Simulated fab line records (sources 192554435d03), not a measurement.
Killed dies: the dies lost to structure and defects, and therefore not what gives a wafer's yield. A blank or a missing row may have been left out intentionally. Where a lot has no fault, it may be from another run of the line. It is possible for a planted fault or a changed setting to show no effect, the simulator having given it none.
fab line records	flow n5-finfet
record lots=5	wafers=15	last-day=17
route steps=1938 shown BEOL_M13@1661 PASSIVATION@1936
lots that met no fault: from a run of the same line without faults
start-h: hours from the record's opening day to when the first of the lot's shown wafers began	wait-h: hours elapsed since this lot's preceding step	" as in the row above	L1.1+2: one row covering several wafers at once	- value missing, or start not given	* or withheld: withheld	< > ~ a bound
route shown NAME@n: NAME is a module with steps in the file, n the number in the route of the first one	usual: the fault-free wafers' mean and standard deviation	same: alike in all rows	chamber/n: place in a boat	sites: the reading at each site	_std_site: how widely they spread, as a standard deviation	_edge_site: mean of outer sites minus mean of inner sites	radius-mm: how far each site lies from the wafer's centre	mask NAME#n: copy n	behind: the last tool/chamber to shape the wafer	hold: the reason the lot was held/the length of the hold in hours/how it ended	device: the n, p or np transistor that did not switch	end of line: the same wafers' tests at the end of the route	for a step that has no rows: nothing shown but its recipe	killed: count of dies lost to structure and defects at first sort (not the wafer's yield)	map: per-die view of a wafer (x killed, . not killed, _ where there is no die)
set.NAME: the setting as run; set.NAME@STEP: as run at that earlier step	model.NAME: the simulator's own value behind a step, which no gauge read
a table for each step, a row for each wafer; lots at some steps of the route
services: when a tool's chamber went out of use (start-h, in hours from the record's first day, below 0 if earlier), for how many hours, and the reason
## steps
# step N5_BEOL_M13_COAT_58
# recipe resist=BARC	temp-c=205	time-s=60	spin-rpm=1500	resist-thk-nm=89
# step N5_BEOL_M13_COAT_04
# recipe spin-rpm=1625	resist-thk-nm=400
# step N5_BEOL_M13_EBR_06
# recipe solvent=PGMEA	ebr-width-mm=1.5
# step N5_BEOL_M13_SOFTBAKE_05
# recipe temp-c=130	time-s=60
# step N5_BEOL_M13_EXPOSE_07
# recipe mask-id=V12	na=0.93	source-shape=conventional	sigma-outer=0.6	polarization=unpolarized	attpsm-phase-deg=180	dose-mj=24.8
# step N5_BEOL_M13_PEB_08
# recipe peb-temp-c=130	peb-time-s=90
# step N5_BEOL_M13_DEVELOP_09
# recipe develop-time-s=45	rinse-liquid=diw	dry=air-spin	dev-temp-c=21
# step N5_BEOL_M13_HARDBAKE_14
# recipe temp-c=130	time-s=120
# step N5_BEOL_M13_CD_MEAS_10
# recipe target-cd-nm=190	landing-energy-ev=500	detector=se-inlens	polarity=opening
# usual cd-nm=188.7/1.7
lot.wafer	tool	chamber	start-h	wait-h	cd-nm
L579.1	cd-sem-02	0	256.78	-	188.2
L579.4	"	0	"	"	187.9
L579.6	"	0	"	"	188.4
L582.2	cd-sem-03	0	266.08	-	188.3
L582.3	"	0	"	"	189.1
L582.6	"	0	"	"	186.5
L591.1	cd-sem-03	0	328.66	-	188.8
L591.3	"	0	"	"	191.0
L591.4	"	0	"	"	189.4
L594.3	cd-sem-01	0	336.83	-	189.8
L594.5	"	0	"	"	190.0
L594.6	"	0	"	"	190.8
L599.3	cd-sem-02	0	373.67	-	187.9
L599.4	"	0	"	"	190.1
L599.6	"	0	"	"	190.5
# step N5_BEOL_M13_OVL_MEAS_11
# recipe points-per-wafer=44
# usual V12_OVL=2/4.9
# same points-per-wafer=44
lot.wafer	tool	chamber	start-h	wait-h	V12_OVL[nm]
L579.1	overlay-01	0	256.81	0.0	-3
L579.4	"	0	"	"	-7
L579.6	"	0	"	"	-2
L582.2	overlay-02	0	266.10	0.0	9
L582.3	"	0	"	"	2
L582.6	"	0	"	"	9
L591.1	overlay-02	0	328.69	0.0	-7
L591.3	"	0	"	"	-8
L591.4	"	0	"	"	-11
L594.3	overlay-01	0	336.86	0.0	2
L594.5	"	0	"	"	0
L594.6	"	0	"	"	4
L599.3	overlay-02	0	373.70	0.0	-2
L599.4	"	0	"	"	-3
L599.6	"	0	"	"	2
# step N5_BEOL_M13_INSPECT_12
# recipe mode=adi	inspect-instrument=macro
# usual raw-defect-count=2.1/1.3
lot.wafer	tool	chamber	start-h	wait-h	raw-defect-count
L579.1	defect-inspect-01	-	256.83	0.0	2
L579.4	"	-	"	"	4
L579.6	"	-	"	"	1
L582.2	defect-inspect-02	-	266.13	0.0	3
L582.3	"	-	"	"	0
L582.6	"	-	"	"	1
L591.1	defect-inspect-02	-	328.72	0.0	3
L591.3	"	-	"	"	1
L591.4	"	-	"	"	0
L594.3	defect-inspect-02	-	336.88	0.0	2
L594.5	"	-	"	"	1
L594.6	"	-	"	"	3
L599.3	defect-inspect-02	-	373.73	0.0	1
L599.4	"	-	"	"	1
L599.6	"	-	"	"	2
# step N5_BEOL_M13_DESCUM_15
# recipe chemistry=O2	time-s=7.9	source-power-w=50	bias-power-w=20	pressure-mtorr=20	rf-frequency-hz=2.712e+07	temp-c=40	o2-flow-sccm=225
# usual bias-power-w=20.00/0.061	drypump-motor-current-A=5.5/0.47	oes-product-au=0.80/0.095	rf-vpp-V=243.6/1.2	showerhead-plenum-p-Torr=2.11/0.063	throttle-valve-pct=20.29/0.28
lot.wafer	tool	chamber	start-h	wait-h	bias-power-w	drypump-motor-current-A	oes-product-au	rf-hours-counter-h	rf-vpp-V	showerhead-plenum-p-Torr	throttle-valve-pct
L579.1	rie-diel-02	2	257.08	0.2	19.97	5.1	0.70	231	243.2	2.07	20.35
L579.4	"	3	"	"	19.98	5.0	0.84	67	242.1	2.03	20.43
L579.6	"	2	"	"	19.99	5.1	0.70	-	241.5	2.07	20.36
L582.2	rie-diel-02	3	266.24	0.1	20.01	4.9	0.83	69	240.5	2.03	20.41
L582.3	"	0	"	"	20.10	6.5	0.92	16	243.0	2.13	19.77
L582.6	"	2	"	"	20.04	5.1	0.70	-	242.1	2.07	20.37
L591.1	rie-diel-01	2	328.75	0.0	20.05	5.4	0.67	224	244.5	2.07	20.62
L591.3	"	0	"	"	20.07	5.4	0.78	123	245.6	2.20	20.49
L591.4	"	1	"	"	20.04	6.0	0.89	45	241.9	2.04	19.91
L594.3	rie-diel-04	2	336.92	0.0	20.06	4.7	0.83	73	246.4	2.20	20.22
L594.5	"	0	"	"	19.95	5.4	0.85	-	242.9	2.04	20.32
L594.6	"	1	"	"	19.99	5.1	0.90	-	243.9	2.11	19.97
L599.3	rie-diel-01	1	373.76	0.0	20.02	6.0	0.87	60	243.9	2.04	19.94
L599.4	"	2	"	"	19.97	5.4	0.67	-	242.9	2.06	20.68
L599.6	"	0	"	"	19.96	5.3	0.76	-	245.0	2.19	20.54
# step N5_BEOL_M13_ETCH_59
# recipe chemistry=N2/H2	target=BARC	target-depth-a=890	overetch-a=267	time-s=67.9	ion-energy-ev=200	pressure-mtorr=30	source-w=840	bias-w=150	n2-flow-sccm=200	h2-flow-sccm=200
# usual drypump-motor-current-A=5.5/0.48	oes-product-au=0.68/0.077	rf-vpp-V=524.5/2.3	run-length-s=91.3/0.49	showerhead-plenum-p-Torr=2.57/0.078	throttle-valve-pct=17.77/0.29
lot.wafer	tool	chamber	start-h	wait-h	drypump-motor-current-A	oes-product-au	rf-hours-counter-h	rf-vpp-V	run-length-s	showerhead-plenum-p-Torr	throttle-valve-pct	model.coat_of_BEOL_M13_COAT_04.thk-nm
L579.1	rie-diel-02	2	257.11	0.0	5.1	0.60	231	522.1	91.5	2.52	17.90	321.4
L579.4	"	3	"	"	5.0	0.71	67	521.3	90.9	2.47	18.01	318.6
L579.6	"	2	"	"	5.1	0.59	-	522.7	91.1	2.52	17.91	320.4
L582.2	rie-diel-02	3	266.28	0.0	5.0	0.82	69	522.5	80.3	2.47	18.06	325.6
L582.3	"	0	"	"	6.5	0.78	16	525.2	92.4	2.60	17.41	315.2
L582.6	"	2	"	"	5.1	0.60	-	522.5	91.1	2.52	17.90	320.2
L591.1	rie-diel-01	2	328.78	0.0	5.4	0.59	224	522.9	90.6	2.53	18.25	318.8
L591.3	"	0	"	"	5.3	0.67	123	526.9	91.5	2.66	17.91	314.6
L591.4	"	1	"	"	6.0	0.76	45	520.7	90.9	2.46	17.24	314
L594.3	rie-diel-04	2	336.95	0.0	4.7	0.70	73	528.0	91.9	2.70	17.82	313.4
L594.5	"	0	"	"	5.4	0.74	-	523.0	91.5	2.47	17.68	315.8
L594.6	"	1	"	"	5.1	0.75	-	526.0	90.8	2.59	17.60	316
L599.3	rie-diel-01	1	373.79	0.0	6.0	0.74	60	521.4	91.1	2.45	17.27	316.2
L599.4	"	2	"	"	5.4	0.58	-	522.6	90.5	2.53	18.27	319
L599.6	"	0	"	"	5.3	0.66	-	525.5	91.5	2.66	17.93	316.6
# step N5_BEOL_M13_VIA_ETCH_16
# recipe chemistry=C4F8/O2/Ar	target=SiOC	pressure-mtorr=30	source-w=3000	bias-w=700	Ar_flow_sccm=400	C4F8_flow_sccm=15	O2_flow_sccm=8	he-inner-torr=15	he-outer-torr=30	target-depth-a=9217	time-s=withheld	ion-energy-ev=250	ends=cleared
# usual drypump-motor-current-A=5.5/0.48	mfc-ar-sccm=400.2/1.2	oes-product-au=0.72/0.085	rf-vpp-V=666.3/2.8	showerhead-plenum-p-Torr=3.45/0.096	throttle-valve-pct=24.10/0.25
lot.wafer	tool	chamber	start-h	wait-h	drypump-motor-current-A	mfc-ar-sccm	oes-product-au	rf-vpp-V	showerhead-plenum-p-Torr	throttle-valve-pct	model.coat_of_BEOL_M13_COAT_04.thk-nm
L579.1	rie-diel-02	2	257.17	0.0	5.1	400.5	0.62	664.9	3.39	24.13	73
L579.4	"	3	"	"	5.0	399.9	0.75	663.8	3.33	24.28	66.4
L579.6	"	2	"	"	5.1	398.5	0.63	662.8	3.39	24.14	70.4
L582.2	rie-diel-02	3	266.33	0.0	5.0	401.0	0.75	662.0	3.33	24.30	82.2
L582.3	"	0	"	"	6.6	399.9	0.82	667.1	3.49	23.65	70
L582.6	"	2	"	"	5.1	400.5	0.62	663.7	3.39	24.12	72.2
L591.1	rie-diel-01	2	328.84	0.0	5.4	401.3	0.62	664.5	3.39	24.42	68.2
L591.3	"	0	"	"	5.3	397.5	0.71	669.5	3.56	24.19	70.6
L591.4	"	1	"	"	6.0	400.5	0.80	663.6	3.35	23.74	69.8
L594.3	rie-diel-04	2	337.00	0.0	4.7	397.1	0.75	669.7	3.61	24.18	67.8
L594.5	"	0	"	"	5.4	400.5	0.77	662.3	3.33	24.03	64.8
L594.6	"	1	"	"	5.1	399.6	0.82	664.8	3.47	23.84	72.4
L599.3	rie-diel-01	1	373.85	0.0	6.0	401.9	0.78	662.5	3.34	23.76	68.2
L599.4	"	2	"	"	5.4	399.0	0.61	665.6	3.38	24.44	70
L599.6	"	0	"	"	5.3	399.1	0.69	669.0	3.55	24.23	66.2
# step N5_BEOL_M13_STRIP_63
# recipe chemistry=N2/H2	power-w=1000	temp-c=250	h2-frac=0.65	overash-fraction=0.3	pressure-mtorr=1000	n2-flow-sccm=1750	h2-flow-sccm=3250
# usual drypump-motor-current-A=5.40/0.16	heater-power-w=342/35	oes-product-au=0.674/0.0049	strip-time-to-endpoint-s=27.4/1.2
lot.wafer	tool	chamber	start-h	wait-h	drypump-motor-current-A	heater-power-w	oes-product-au	rf-hours-counter-h	strip-time-to-endpoint-s
L579.1	plasma-asher-01	0	257.40	-	5.17	328	0.677	76	28.5
L579.4	"	1	"	"	5.60	367	0.670	-	26.6
L579.6	"	0	"	"	5.16	319	0.671	-	27.8
L582.2	plasma-asher-02	0	266.57	-	5.53	376	0.684	122	31.2
L582.3	"	0	"	"	5.51	374	0.673	-	27.7
L582.6	"	0	"	"	5.53	370	0.670	-	28.3
L591.1	plasma-asher-02	0	329.07	-	5.50	378	0.677	133	27.1
L591.3	"	1	"	"	5.30	295	0.682	-	27.8
L591.4	"	0	"	"	5.52	368	0.668	-	27.6
L594.3	plasma-asher-01	0	337.26	-	5.17	331	0.670	-	27.0
L594.5	"	0	"	"	5.18	334	0.668	-	26.1
L594.6	"	1	"	"	5.59	373	0.671	-	28.4
L599.3	plasma-asher-01	1	374.15	-	5.56	378	0.676	-	27.1
L599.4	"	0	"	"	5.18	317	0.677	-	27.7
L599.6	"	1	"	"	5.57	374	0.671	-	26.5
# step N5_BEOL_M13_STRIP_64
# recipe chemistry=N2/H2	power-w=1000	temp-c=250	h2-frac=0.65	overash-fraction=0.3	pressure-mtorr=withheld	n2-flow-sccm=1750	h2-flow-sccm=3250
# usual drypump-motor-current-A=5.40/0.16	heater-power-w=341/36	oes-product-au=0.715/0.004	strip-time-to-endpoint-s=31.32/0.073
lot.wafer	tool	chamber	start-h	wait-h	drypump-motor-current-A	heater-power-w	oes-product-au	rf-hours-counter-h	strip-time-to-endpoint-s
L579.1	plasma-asher-01	0	257.46	0.0	5.16	325	0.712	76	31.25
L579.4	"	1	"	"	5.59	376	0.712	-	31.18
L579.6	"	0	"	"	5.17	321	0.719	-	31.23
L582.2	plasma-asher-02	0	266.63	0.0	5.53	383	0.717	122	31.35
L582.3	"	0	"	"	5.53	375	0.719	-	31.36
L582.6	"	0	"	"	5.54	366	0.711	-	31.24
L591.1	plasma-asher-02	0	329.13	0.0	5.51	382	0.718	133	31.35
L591.3	"	1	"	"	5.31	293	0.712	-	31.37
L591.4	"	0	"	"	5.51	379	0.718	-	31.35
L594.3	plasma-asher-01	0	337.32	0.0	5.16	321	0.719	-	31.27
L594.5	"	0	"	"	5.15	320	0.706	-	31.26
L594.6	"	1	"	"	5.56	387	0.709	-	31.32
L599.3	plasma-asher-01	1	374.21	0.0	5.60	374	0.711	-	31.34
L599.4	"	0	"	"	5.20	324	0.715	-	31.42
L599.6	"	1	"	"	5.59	371	0.712	-	31.38
# step N5_PASSIVATION_PROBE_49
# usual defect-limited-yield=91.3/1.5	killed_at_M0_to_M3=34/11	killed_at_M4_up=14/6.1	killed-at-contacts=12/5.9	killed-at-front-end=39/11	killed-at-other=4/3.3	killed-dies=102/18	killed-open=67/13	killed-short=33/7.9	sort_bin_5_function=5.1/1	sort_bin_6_memory=3.3/0.7	sort_bin_8_speed=0.1/0.69	sort-n-pass=1077/19	sort-yield-pct=91.3/1.6
# same gross-dies=1180	killed-at-back-side=0	sort_bin_4_leakage[%]=0
lot.wafer	tool	chamber	start-h	wait-h	defect-limited-yield[%]	killed_at_M0_to_M3	killed_at_M4_up	killed-at-contacts	killed-at-front-end	killed-at-other	killed-dies	killed-open	killed-short	sort_bin_5_function[%]	sort_bin_6_memory[%]	sort_bin_8_speed[%]	sort-n-pass	sort-yield-pct[%]
L594.3	prober-02	-	373.53	0.1	93.9	25	12	4	25	6	72	47	24	3.5	2.5	0	1108	93.9
L594.5	prober-02	-	373.63	0.2	93.6	21	12	7	34	1	75	44	27	4.2	1.9	0	1105	93.6
L594.6	prober-02	-	373.68	0.3	91.9	36	12	9	37	2	96	55	37	4.9	2.5	0	1084	91.9
# killed by level:class
L594.3 BEOL_M0_SAQP:geometric-particle:short=9 BEOL_M0_SAQP:geometric-particle:open=7 STI_FIN_REVEAL:geometric-particle:open=5 BEOL_M1:geometric-particle:open=5 STARTING-WAFER:geometric-particle:short=4 BEOL_M4:geometric-particle:open=4 GATE_CUT:geometric-particle:open=3 MOL_CONTACT_COAG:geometric-particle:open=3
L594.5 FIN_SAQP:geometric-particle:open=8 BEOL_M3:geometric-particle:open=5 MOL_CONTACT_COAG:geometric-particle:open=4 BEOL_M0_SAQP:geometric-particle:short=4 BEOL_M4:geometric-particle:open=4 STARTING-WAFER:geometric-particle:short=4 FIN_SAQP:geometric-particle:short=3 GATE_CUT:geometric-particle:short=3
L594.6 BEOL_M0_SAQP:geometric-particle:short=11 BEOL_M0_SAQP:geometric-particle:open=10 FIN_SAQP:geometric-particle:short=7 FIN_SAQP:geometric-particle:open=7 MOL_CONTACT_COAG:geometric-particle:open=7 BEOL_M3:geometric-particle:open=6 STARTING-WAFER:geometric-particle:open=4 HKMG_FIN:area-etch=4
## services
tool	chamber	start-h	hours	kind
plasma-asher-02	-	247.42	3.9	repair
rie-diel-02	1	264.14	12.0	repair
rie-diel-04	3	301.14	-	clean
rie-diel-04	3	301.14	-	consumable-replace:focus-ring
rie-diel-04	3	301.14	-	consumable-replace:showerhead
rie-diel-04	3	301.14	14.8	scheduled-down
rie-diel-04	3	301.14	14.8	vent-cycle
rie-diel-02	2	311.35	-	clean
rie-diel-02	2	311.35	-	consumable-replace:focus-ring
rie-diel-02	2	311.35	23.3	scheduled-down
rie-diel-02	2	311.35	23.3	vent-cycle
plasma-asher-01	-	354.46	7.5	repair
rie-diel-01	3	364.43	-	clean
rie-diel-01	3	364.43	-	consumable-replace:focus-ring
rie-diel-01	3	364.43	22.5	scheduled-down
rie-diel-01	3	364.43	22.5	vent-cycle
## key
first-sign step=N5_BEOL_M13_ETCH_59	reading=run-length-s	direction=down	sigmas=23	usual=*	struck=*
effect step=N5_BEOL_M13_STRIP_63	reading=strip-time-to-endpoint-s	direction=up	sigmas=3.3	usual=*	struck=*
model-effect step=N5_BEOL_M13_ETCH_59	value=coat_of_BEOL_M13_COAT_04.thk-nm	without=315.6	struck=325.6
model-effect step=N5_BEOL_M13_VIA_ETCH_16	value=coat_of_BEOL_M13_COAT_04.thk-nm	without=72.2	struck=82.2
met-at N5_BEOL_M13_ETCH_59
struck-wafers L582.2
onset-between 257.11 266.28
fault kind=process-parameter-drift	tool=rie-diel-02	chamber=-	onset-h=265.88	steps=N5_BEOL_M13_ETCH_59	channel=time-s	offset=*	shape=step	end-h=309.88	scope=struck-wafers-only	acts-in=*	stated=*
